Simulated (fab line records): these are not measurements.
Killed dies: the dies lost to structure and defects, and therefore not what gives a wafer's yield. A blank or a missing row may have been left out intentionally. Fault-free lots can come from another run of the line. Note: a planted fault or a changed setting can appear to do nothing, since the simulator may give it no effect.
Matching of chambers :: flow n5_finfet :: 4 sister chambers for N5_BEOL_M15_ETCH_59 on rie_diel-02
The step etches BARC in N2/H2, target depth 89 nm, overetch 26.7 nm, time 67.9 s. 4 wafers are shown with their chamber, then 9 later ones without.

## WAFERS WITH THEIR CHAMBER
wafer: L093.6
chamber: 1
showerhead_plenum_p_Torr (Torr): 2.50

wafer: L094.4
chamber: 3
showerhead_plenum_p_Torr (Torr): 2.66

wafer: L091.5
chamber: 0
showerhead_plenum_p_Torr (Torr): 2.49

wafer: L091.6
chamber: 2
showerhead_plenum_p_Torr (Torr): 2.55

## WAFERS WITH NO CHAMBER GIVEN
wafer: L095.3
showerhead_plenum_p_Torr (Torr): 2.49

wafer: L095.5
showerhead_plenum_p_Torr (Torr): 2.49

wafer: L095.6
showerhead_plenum_p_Torr (Torr): 2.55

wafer: L090.2
showerhead_plenum_p_Torr (Torr): 2.65

wafer: L090.4
showerhead_plenum_p_Torr (Torr): 2.50

wafer: L090.5
showerhead_plenum_p_Torr (Torr): 2.65

wafer: L092.1
showerhead_plenum_p_Torr (Torr): 2.49

wafer: L092.3
showerhead_plenum_p_Torr (Torr): 2.55

wafer: L092.5
showerhead_plenum_p_Torr (Torr): 2.50

## EACH ONE'S CHAMBER
wafer: L095.3
from the rows above: 0
in truth: 0

wafer: L095.5
from the rows above: 0
in truth: 0

wafer: L095.6
from the rows above: 2
in truth: 2

wafer: L090.2
from the rows above: 3
in truth: 3

wafer: L090.4
from the rows above: 1
in truth: 1

wafer: L090.5
from the rows above: 3
in truth: 3

wafer: L092.1
from the rows above: 0
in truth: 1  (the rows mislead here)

wafer: L092.3
from the rows above: 2
in truth: 2

wafer: L092.5
from the rows above: 1
in truth: 1
Correct placement for 8 of the 9. Not placeable from these rows: 0. 1 placed wrongly.
How it was worked out, from the rows above alone: a wafer's distance from a chamber is the root of the sum, over the readings, of the square of ((its reading less the chamber's mean) divided by the reading's scatter). The wafer belongs to the nearest chamber; if the next one is less than 2 further off, it can't be placed. For every chamber, the mean is computed from those of its wafers that are shown. The scatter: with one shown wafer a chamber, the root of the mean of the squares of how far each hidden wafer lies from its nearest shown one.
